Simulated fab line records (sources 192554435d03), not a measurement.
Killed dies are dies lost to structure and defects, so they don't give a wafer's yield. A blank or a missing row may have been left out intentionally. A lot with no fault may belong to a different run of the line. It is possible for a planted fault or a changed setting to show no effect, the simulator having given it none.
Which of the tools did it? | flow n5 finfet | 72 wafers from 24 lots sampled at 6 of the route's 1938 steps

== WHAT EACH GAUGE READ, for each wafer ==
N5_BEOL_M3_CD_MEAS_35: target cd 18 nm, target cd y 21 nm. Usual: cd nm reads 17.9 nm (standard deviation 0.31).
lot  | measured     | on        | cd nm (nm)     | flag
L074 | day 7 08:25  | cd sem-03 | 18.4 17.9 18.1 |
L075 | day 8 14:27  | cd sem-03 | 17.8 18.0 17.6 |
L076 | day 10 09:01 | cd sem-01 | 17.4 17.7 17.6 |
L077 | day 10 05:49 | cd sem-02 | 18.5 18.2 17.6 |
L078 | day 10 08:59 | cd sem-01 | 18.0 18.3 18.1 |
L079 | day 10 13:17 | cd sem-01 | 17.7 17.6 17.8 |
L080 | day 10 16:42 | cd sem-03 | 17.5 17.9 18.0 |
L081 | day 10 19:55 | cd sem-02 | 17.4 17.5 17.7 |
L082 | day 10 19:02 | cd sem-02 | 17.8 18.1 17.7 |
L083 | day 11 06:57 | cd sem-03 | 17.7 18.0 17.7 |
L084 | day 11 12:43 | cd sem-01 | 18.0 18.4 18.2 |
L085 | day 12 09:28 | cd sem-02 | 17.9 17.9 17.6 |
L086 | day 12 11:25 | cd sem-03 | 18.6 17.6 18.1 |
L087 | day 12 12:58 | cd sem-02 | 17.7 17.7 17.4 |
L088 | day 12 13:04 | cd sem-01 | 17.9 18.1 17.9 |
L089 | day 13 05:07 | cd sem-01 | 17.9 17.4 17.8 |
L090 | day 13 16:28 | cd sem-03 | 17.3 17.5 17.6 |
L092 | day 13 17:15 | cd sem-03 | 17.8 18.1 17.7 |
L091 | day 13 17:17 | cd sem-02 | 18.2 17.8 18.1 |
L093 | day 13 17:26 | cd sem-02 | 17.7 18.4 17.7 |
L096 | day 15 08:20 | cd sem-01 | 17.9 17.9 18.1 |
L095 | day 15 08:29 | cd sem-02 | 18.1 17.9 18.5 |
L094 | day 15 11:18 | cd sem-03 | 18.3 18.2 17.9 |
L097 | day 15 14:29 | cd sem-03 | 18.5 18.0 18.2 |

N5_BEOL_M3_INSPECT_59: inspects for defects (darkfield). Usual: raw defect count reads 74 (standard deviation 27).
lot  | measured     | on                | raw defect count | flag
L074 | day 7 12:07  | defect inspect-02 | 49 49 34         |
L075 | day 8 18:20  | defect inspect-01 | 83 77 35         |
L076 | day 10 13:02 | defect inspect-01 | 56 75 107        |
L077 | day 10 10:26 | defect inspect-01 | 102 98 91        |
L078 | day 10 12:51 | defect inspect-02 | 54 61 61         |
L079 | day 10 17:32 | defect inspect-02 | 55 81 78         |
L080 | day 10 20:21 | defect inspect-01 | 73 78 48         |
L081 | day 11 00:07 | defect inspect-01 | 118 98 152       |
L082 | day 10 22:58 | defect inspect-02 | 72 94 75         |
L083 | day 11 12:58 | defect inspect-01 | 57 70 67         |
L084 | day 11 16:34 | defect inspect-01 | 122 147 133      |
L085 | day 12 13:58 | defect inspect-02 | 66 92 51         |
L086 | day 12 16:02 | defect inspect-02 | 57 43 27         |
L087 | day 12 16:59 | defect inspect-02 | 127 88 111       |
L088 | day 12 17:58 | defect inspect-01 | 70 84 59         |
L089 | day 13 09:24 | defect inspect-01 | 53 67 59         |
L090 | day 13 20:26 | defect inspect-01 | 100 71 92        |
L092 | day 13 20:54 | defect inspect-02 | 48 91 54         |
L091 | day 13 21:10 | defect inspect-02 | 82 46 94         |
L093 | day 13 22:05 | defect inspect-01 | 53 54 45         |
L096 | day 15 12:03 | defect inspect-02 | 80 72 83         |
L095 | day 15 13:37 | defect inspect-02 | 56 71 70         |
L094 | day 15 15:29 | defect inspect-02 | 69 88 63         |
L097 | day 15 18:13 | defect inspect-01 | 25 59 64         |

== EACH LOT AND THE TOOL THAT RAN IT (in order: tool; ch and the chambers of the sampled wafers; start) ==
lot  | N5_BEOL_M3_ETCH_77                 | N5_BEOL_M3_SPUTTER_81        | N5_BEOL_M3_ANNEAL_87         | N5_BEOL_M3_ANNEAL_93
L074 | rie diel-02 ch 0,3, day 7 01:31    | pvd sputter-01, day 7 09:40  | pvd sputter-01, day 7 09:58  | pvd sputter-01, day 7 10:38
L075 | rie diel-03 ch 0,2,3, day 8 04:41  | pvd sputter-01, day 8 15:56  | pvd sputter-01, day 8 16:14  | pvd sputter-01, day 8 16:53
L076 | rie diel-02 ch 1,2,3, day 9 23:04  | pvd sputter-01, day 10 10:29 | pvd sputter-01, day 10 10:47 | pvd sputter-01, day 10 11:27
L077 | rie diel-02 ch 1,2, day 9 23:11    | pvd sputter-03, day 10 07:16 | pvd sputter-03, day 10 07:34 | pvd sputter-03, day 10 08:13
L078 | rie diel-03 ch 0,3, day 9 23:21    | pvd sputter-02, day 10 10:26 | pvd sputter-02, day 10 10:44 | pvd sputter-02, day 10 11:23
L079 | rie diel-05 ch 0,2, day 10 07:35   | pvd sputter-03, day 10 14:53 | pvd sputter-03, day 10 15:11 | pvd sputter-03, day 10 15:50
L080 | rie diel-02 ch 0,2,3, day 10 14:50 | pvd sputter-01, day 10 17:45 | pvd sputter-01, day 10 18:03 | pvd sputter-01, day 10 18:43
L081 | rie diel-03 ch 0,1,3, day 10 17:17 | pvd sputter-01, day 10 21:23 | pvd sputter-01, day 10 21:41 | pvd sputter-01, day 10 22:21
L082 | rie diel-02 ch 1,2,3, day 10 18:16 | pvd sputter-02, day 10 20:34 | pvd sputter-02, day 10 20:52 | pvd sputter-02, day 10 21:31
L083 | rie diel-03 ch 1,2, day 11 06:05   | pvd sputter-01, day 11 10:34 | pvd sputter-01, day 11 10:52 | pvd sputter-01, day 11 11:31
L084 | rie diel-02 ch 1,2,3, day 11 09:44 | pvd sputter-02, day 11 14:04 | pvd sputter-02, day 11 14:22 | pvd sputter-02, day 11 15:01
L085 | rie diel-05 ch 1,2, day 11 22:36   | pvd sputter-03, day 12 11:21 | pvd sputter-03, day 12 11:39 | pvd sputter-03, day 12 12:19
L086 | rie diel-02 ch 0,1, day 11 22:42   | pvd sputter-02, day 12 13:37 | pvd sputter-02, day 12 13:55 | pvd sputter-02, day 12 14:34
L087 | rie diel-05 ch 0,1,2, day 11 23:49 | pvd sputter-01, day 12 14:14 | pvd sputter-01, day 12 14:32 | pvd sputter-01, day 12 15:12
L088 | rie diel-03 ch 0,1,2, day 12 00:19 | pvd sputter-02, day 12 15:34 | pvd sputter-02, day 12 15:52 | pvd sputter-02, day 12 16:32
L089 | rie diel-03 ch 1,2, day 13 04:10   | pvd sputter-03, day 13 06:59 | pvd sputter-03, day 13 07:17 | pvd sputter-03, day 13 07:57
L090 | rie diel-03 ch 1,3, day 13 08:25   | pvd sputter-01, day 13 17:48 | pvd sputter-01, day 13 18:06 | pvd sputter-01, day 13 18:46
L092 | rie diel-03 ch 1,2, day 13 10:26   | pvd sputter-03, day 13 18:31 | pvd sputter-03, day 13 18:49 | pvd sputter-03, day 13 19:28
L091 | rie diel-05 ch 0,1,3, day 13 10:37 | pvd sputter-02, day 13 18:45 | pvd sputter-02, day 13 19:03 | pvd sputter-02, day 13 19:43
L093 | rie diel-02 ch 1,2, day 13 16:04   | pvd sputter-01, day 13 19:41 | pvd sputter-01, day 13 19:59 | pvd sputter-01, day 13 20:38
L096 | rie diel-05 ch 1,2,3, day 14 18:04 | pvd sputter-01, day 15 09:38 | pvd sputter-01, day 15 09:56 | pvd sputter-01, day 15 10:35
L095 | rie diel-02 ch 1,2,3, day 14 18:50 | pvd sputter-02, day 15 11:14 | pvd sputter-02, day 15 11:32 | pvd sputter-02, day 15 12:11
L094 | rie diel-02 ch 0,2, day 15 01:44   | pvd sputter-02, day 15 13:04 | pvd sputter-02, day 15 13:22 | pvd sputter-02, day 15 14:02
L097 | rie diel-02 ch 0,2,3, day 15 01:58 | pvd sputter-03, day 15 15:46 | pvd sputter-03, day 15 16:04 | pvd sputter-03, day 15 16:44
- N5_BEOL_M3_ETCH_77: etches underlayer in N2/H2, target depth 6.5 nm, time 5.2 s.
- N5_BEOL_M3_SPUTTER_81: material Cu, target thk 4.5 nm, time 8.29 s.
- N5_BEOL_M3_ANNEAL_87: time 240 s.
- N5_BEOL_M3_ANNEAL_93: time 240 s.

== WHAT THE TOOLS THEMSELVES READ (means of the sampled wafers that have a number; where no wafer has one, the mark that the record gives instead) ==
N5_BEOL_M3_ETCH_77. Usual: value, then standard deviation, for each; bias w 150.0 W / 0.45; drypump motor current A 5.7 A / 0.4; etch rf on time s 5.20 s / 0.094; oes product au 0.66 a.u. / 0.077; rf vpp V 523.3 V / 2.9; showerhead plenum p Torr 2.51 Torr / 0.085; throttle valve pct 17.97 % / 0.18.
lot  | tool        | bias w (W) | drypump motor current A (A) | etch rf on time s (s) | oes product au (a.u.) | rf vpp V (V) | showerhead plenum p Torr (Torr) | throttle valve pct (%) | flag
L074 | rie diel-02 | 150.2      | 5.5                         | 5.17                  | 0.62                  | 521.0        | 2.49                            | 17.98                  |
L075 | rie diel-03 | 149.9      | 5.7                         | 5.22                  | 0.62                  | 526.5        | 2.58                            | 17.99                  |
L076 | rie diel-02 | 150.0      | 5.9                         | 5.21                  | 0.67                  | 521.6        | 2.44                            | 17.95                  |
L077 | rie diel-02 | 150.3      | 5.8                         | 5.20                  | 0.67                  | 519.1        | 2.44                            | 18.05                  |
L078 | rie diel-03 | 149.6      | 5.8                         | 5.32                  | 0.65                  | 526.8        | 2.66                            | 18.00                  |
L079 | rie diel-05 | 150.0      | 5.9                         | 5.33                  | 0.66                  | 524.2        | 2.51                            | 17.76                  |
L080 | rie diel-02 | 149.8      | 5.6                         | 5.06                  | 0.73                  | 523.4        | 2.50                            | 17.85                  |
L081 | rie diel-03 | 149.7      | 5.7                         | 5.19                  | 0.63                  | 526.7        | 2.61                            | 18.12                  |
L082 | rie diel-02 | 150.0      | 5.9                         | 5.14                  | 0.66                  | 521.6        | 2.44                            | 17.98                  |
L083 | rie diel-03 | 150.1      | 5.7                         | 5.19                  | 0.60                  | 522.4        | 2.49                            | 18.21                  |
L084 | rie diel-02 | 150.0      | 5.9                         | 5.14                  | 0.66                  | 520.4        | 2.44                            | 17.98                  |
L085 | rie diel-05 | 150.0      | 5.6                         | 5.16                  | 0.75                  | 525.7        | 2.56                            | 17.67                  |
L086 | rie diel-02 | 150.7      | 5.3                         | 5.16                  | 0.69                  | 521.0        | 2.48                            | 18.03                  |
L087 | rie diel-05 | 150.0      | 5.8                         | 5.23                  | 0.69                  | 523.6        | 2.53                            | 17.72                  |
L088 | rie diel-03 | 149.6      | 5.8                         | 5.24                  | 0.62                  | 522.9        | 2.53                            | 18.11                  |
L089 | rie diel-03 | 149.8      | 5.7                         | 5.25                  | 0.58                  | 521.4        | 2.45                            | 18.13                  |
L090 | rie diel-03 | 149.9      | 5.6                         | 5.27                  | 0.59                  | 527.1        | 2.59                            | 18.14                  |
L092 | rie diel-03 | 150.6      | 5.7                         | 5.29                  | 0.58                  | 521.0        | 2.45                            | 18.12                  |
L091 | rie diel-05 | 149.8      | 5.9                         | 5.21                  | 0.64                  | 524.9        | 2.53                            | 17.89                  |
L093 | rie diel-02 | 149.7      | 5.8                         | 5.15                  | 0.65                  | 521.5        | 2.43                            | 18.09                  |
L096 | rie diel-05 | 149.7      | 6.0                         | 5.21                  | 0.69                  | 523.6        | 2.53                            | 17.90                  |
L095 | rie diel-02 | 150.1      | 5.9                         | 5.15                  | 0.63                  | 520.1        | 2.43                            | 18.03                  |
L094 | rie diel-02 | 149.9      | 5.7                         | 5.08                  | 0.72                  | 522.8        | 2.50                            | 17.88                  |
L097 | rie diel-02 | 150.3      | 5.6                         | 5.18                  | 0.68                  | 522.6        | 2.49                            | 17.90                  |

N5_BEOL_M3_SPUTTER_81. Usual: chuck gas flow sccm 1.25 sccm, standard deviation 0.049; chuck sensor temp C -15.9 C, standard deviation 0.47; throttle valve pct 29.7 %, standard deviation 1.1.
lot  | tool           | chuck gas flow sccm (sccm) | chuck sensor temp C (C) | throttle valve pct (%) | flag
L074 | pvd sputter-01 | 1.27                       | -15.6                   | 30.0                   |
L075 | pvd sputter-01 | 1.27                       | -15.6                   | 29.5                   |
L076 | pvd sputter-01 | 1.25                       | -15.6                   | 29.5                   |
L077 | pvd sputter-03 | 1.28                       | -16.3                   | 28.8                   |
L078 | pvd sputter-02 | 1.27                       | -16.2                   | 30.1                   |
L079 | pvd sputter-03 | 1.28                       | -16.3                   | 28.6                   |
L080 | pvd sputter-01 | 1.27                       | -15.6                   | 29.1                   |
L081 | pvd sputter-01 | 1.23                       | -15.8                   | 29.7                   |
L082 | pvd sputter-02 | 1.29                       | -16.0                   | 29.4                   |
L083 | pvd sputter-01 | 1.27                       | -16.0                   | 30.2                   |
L084 | pvd sputter-02 | 1.25                       | -16.1                   | 30.1                   |
L085 | pvd sputter-03 | 1.23                       | -16.2                   | 28.8                   |
L086 | pvd sputter-02 | 1.23                       | -16.1                   | 30.2                   |
L087 | pvd sputter-01 | 1.28                       | -16.0                   | 29.4                   |
L088 | pvd sputter-02 | 1.23                       | -16.1                   | 29.7                   |
L089 | pvd sputter-03 | 1.26                       | -16.3                   | 29.8                   |
L090 | pvd sputter-01 | 1.25                       | -15.5                   | 28.8                   |
L092 | pvd sputter-03 | 1.24                       | -16.3                   | 28.4                   |
L091 | pvd sputter-02 | 1.25                       | -15.8                   | 30.4                   |
L093 | pvd sputter-01 | 1.27                       | -15.6                   | 30.0                   |
L096 | pvd sputter-01 | 1.29                       | -15.6                   | 29.5                   |
L095 | pvd sputter-02 | 1.28                       | -16.1                   | 30.0                   |
L094 | pvd sputter-02 | 1.24                       | -15.8                   | 30.3                   |
L097 | pvd sputter-03 | 1.27                       | -16.1                   | 29.2                   |

N5_BEOL_M3_ANNEAL_87. Usual: heater power w reads 862 W (standard deviation 88).
lot  | tool           | heater power w (W) | flag
L074 | pvd sputter-01 | 922                |
L075 | pvd sputter-01 | 923                |
L076 | pvd sputter-01 | 911                |
L077 | pvd sputter-03 | 724                |
L078 | pvd sputter-02 | 873                |
L079 | pvd sputter-03 | 770                |
L080 | pvd sputter-01 | 868                |
L081 | pvd sputter-01 | 901                |
L082 | pvd sputter-02 | 916                |
L083 | pvd sputter-01 | 961                |
L084 | pvd sputter-02 | 876                |
L085 | pvd sputter-03 | 767                |
L086 | pvd sputter-02 | 881                |
L087 | pvd sputter-01 | 914                |
L088 | pvd sputter-02 | 933                |
L089 | pvd sputter-03 | 725                |
L090 | pvd sputter-01 | 860                |
L092 | pvd sputter-03 | 780                |
L091 | pvd sputter-02 | 903                |
L093 | pvd sputter-01 | 928                |
L096 | pvd sputter-01 | 914                |
L095 | pvd sputter-02 | 881                |
L094 | pvd sputter-02 | 891                |
L097 | pvd sputter-03 | 777                |

N5_BEOL_M3_ANNEAL_93. Usual: heater power w reads 864 W (standard deviation 89).
lot  | tool           | heater power w (W) | flag
L074 | pvd sputter-01 | 915                |
L075 | pvd sputter-01 | 913                |
L076 | pvd sputter-01 | 928                |
L077 | pvd sputter-03 | 732                |
L078 | pvd sputter-02 | 867                |
L079 | pvd sputter-03 | 780                |
L080 | pvd sputter-01 | 875                |
L081 | pvd sputter-01 | 928                |
L082 | pvd sputter-02 | 925                |
L083 | pvd sputter-01 | 970                |
L084 | pvd sputter-02 | 878                |
L085 | pvd sputter-03 | 774                |
L086 | pvd sputter-02 | 875                |
L087 | pvd sputter-01 | 920                |
L088 | pvd sputter-02 | 924                |
L089 | pvd sputter-03 | 718                |
L090 | pvd sputter-01 | 870                |
L092 | pvd sputter-03 | 793                |
L091 | pvd sputter-02 | 899                |
L093 | pvd sputter-01 | 927                |
L096 | pvd sputter-01 | 897                |
L095 | pvd sputter-02 | 881                |
L094 | pvd sputter-02 | 899                |
L097 | pvd sputter-03 | 768                |

== THE ANSWER, worked out from the rows above alone ==
Rule: a lot is off if the mean of its wafers that have a number lies more than 3 standard deviations from the usual mean. Also off: a lot with no number at a reading for which 4 or more lots have one. The other lots that the step has rows for count as sound. The gauges are gone through in route order, then the tools' own readings, and for those a lot's mean is taken as printed above. At the first step where some lot is off, the reading lying furthest off is the one used; lots without a number count as furthest.
No lot is off at any reading shown: from this, nothing can be told.

== WHAT HAD BEEN PUT IN BY THE SIMULATOR ==
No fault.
